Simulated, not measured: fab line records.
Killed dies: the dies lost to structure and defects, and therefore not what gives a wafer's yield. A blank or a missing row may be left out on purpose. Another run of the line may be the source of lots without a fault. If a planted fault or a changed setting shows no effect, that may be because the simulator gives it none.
Split-lot study | flow n5-finfet | on a route of 1938 steps: 7 lots, 21 wafers read

== THE SPLIT ==
At N5_SD_EPI_N_COAT_33 (time 60 s, resist thk 35 nm), the setting spin-rpm was moved away from the recipe's 1500 rpm on 8 of the 21 wafers read, by -9.2% to +10.9%. This setting was run at the recipe's value on the other wafers.

== FROM THE SPLIT TO THE READING: what the file shows between them, 4 steps ==
- N5_SD_EPI_N_DESCUM_14: chemistry O2, time 7.9 s (also split here: time-s)
- N5_SD_EPI_N_ETCH_34: etches SiARC in CF4, target depth 45.5 nm, time 75.8 s
- N5_SD_EPI_N_ETCH_35: etches SOC in N2/H2, overetch 108 nm, time 486 s
- N5_SD_EPI_N_STRIP_36: strips in N2/H2

== THE READING ==
SiARC_of_SD_EPI_N_COAT_33.thk-nm (the simulator's own value, which no gauge read), in nm, at N5_SD_EPI_N_ETCHBACK_44 (etches SiNx in CH3F/O2, stops on SiO2, target depth 14.5 nm). The file does not state a usual value for it. The 13 wafers here that ran the recipe average 15.8 nm, standard deviation 0.33 nm.

wafer  | tool, chamber at the split | spin-rpm as run, rpm | against the recipe | SiARC_of_SD_EPI_N_COAT_33.thk-nm, nm | against lot-mates on the recipe
L076.1 | litho-track-03, 0          | 1436                 | -4.3%              | 16.4                                 | -0.2
L076.3 | litho-track-03, 0          | 1436                 | -4.3%              | 16.8                                 | +0.2
L076.6 | litho-track-03, 0          | 1500                 | recipe             | 16.6                                 | -
L078.2 | litho-track-03, 0          | 1500                 | recipe             | 15.4                                 | -
L078.3 | litho-track-03, 0          | 1500                 | recipe             | 16.2                                 | -
L078.6 | litho-track-03, 0          | 1500                 | recipe             | 15.6                                 | -
L080.1 | litho-track-02, 0          | 1500                 | recipe             | 15.6                                 | -
L080.5 | litho-track-02, 0          | 1663                 | +10.9%             | 14.6                                 | -1.0
L080.6 | litho-track-02, 0          | 1663                 | +10.9%             | 13.8                                 | -1.8
L085.1 | litho-track-02, 0          | 1500                 | recipe             | 15.8                                 | -
L085.2 | litho-track-02, 0          | 1500                 | recipe             | 15.6                                 | -
L085.4 | litho-track-02, 0          | 1500                 | recipe             | 15.6                                 | -
L086.1 | litho-track-03, 0          | 1500                 | recipe             | 16.2                                 | -
L086.4 | litho-track-03, 0          | 1500                 | recipe             | 15.6                                 | -
L086.6 | litho-track-03, 0          | 1385                 | -7.7%              | 17.4                                 | +1.5
L093.2 | litho-track-03, 0          | 1500                 | recipe             | 16                                   | -
L093.5 | litho-track-03, 0          | 1643                 | +9.5%              | 14.6                                 | -1.4
L093.6 | litho-track-03, 0          | 1643                 | +9.5%              | 14.2                                 | -1.8
L094.1 | litho-track-03, 0          | 1362                 | -9.2%              | 17.8                                 | +2.0
L094.4 | litho-track-03, 0          | 1500                 | recipe             | 15.6                                 | -
L094.6 | litho-track-03, 0          | 1500                 | recipe             | 16                                   | -

FIT RESULTS
A straight line over all 21 wafers: SiARC_of_SD_EPI_N_COAT_33.thk-nm changes by -0.168 nm for each +1% of spin-rpm; r = -0.94; the points scatter about the line by 0.34 nm.
The same after taking each lot's own level away (the mean of its wafers on the recipe; 21 wafers): -0.152 nm for each +1%; r = -0.92; scatter 0.37 nm.
The reading moves by 1.6 nm for the largest change in spin-rpm, on that fit.
Across the lots, their own levels run from 15.60 to 16.60 nm, a range of 3.0 times the standard deviation given above.
Thus the slope moves with the lot-to-lot level: the two fits are different.
Check: with one of the wafers moved furthest among these (+10.9%) left out of the fit, the line predicts -1.85 nm for it against its lot-mates. It came out at -1 nm against them.

== THESE WAFERS: OTHER SPLITS ==
Before the reading, these wafers also passed through other splits. Each is held against what the fit with the lots' levels taken away leaves over:
other split on the same wafers | wafers away from the commonest value | r with SiARC_of_SD_EPI_N_COAT_33.thk-nm (lot level and that fit taken away)
N5_DUMMY_GATE_COAT_09 spin-rpm | 3                                    | +0.05
N5_SD_EPI_N_DESCUM_14 time-s   | 3                                    | +0.08

== THE WHOLE CHAIN: every reading that the file lists as answering this split, in the file's order ==
step                    | what it does                                                | reading                                                                           | change (the file's fit)               | r (the file's)
N5_SD_EPI_N_COAT_33     | time 60 s, resist thk 35 nm                                 | SiARC_of_SD_EPI_N_COAT_33.thk-nm (the simulator's own value, which no gauge read) | -0.175 nm for each +1% of the setting | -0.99
N5_SD_EPI_N_ETCH_34     | etches SiARC in CF4, target depth 45.5 nm, time 75.8 s      | etch.depth-nm (the simulator's own value, which no gauge read)                    | -0.178 nm for each +1% of the setting | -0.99
N5_SD_EPI_N_ETCHBACK_44 | etches SiNx in CH3F/O2, stops on SiO2, target depth 14.5 nm | SiARC_of_SD_EPI_N_COAT_33.thk-nm (the simulator's own value, which no gauge read) | -0.163 nm for each +1% of the setting | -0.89

== THE FILE'S OWN FIT ==
SiARC_of_SD_EPI_N_COAT_33.thk-nm changes by -0.163 nm for each +1% of spin-rpm, r = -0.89.
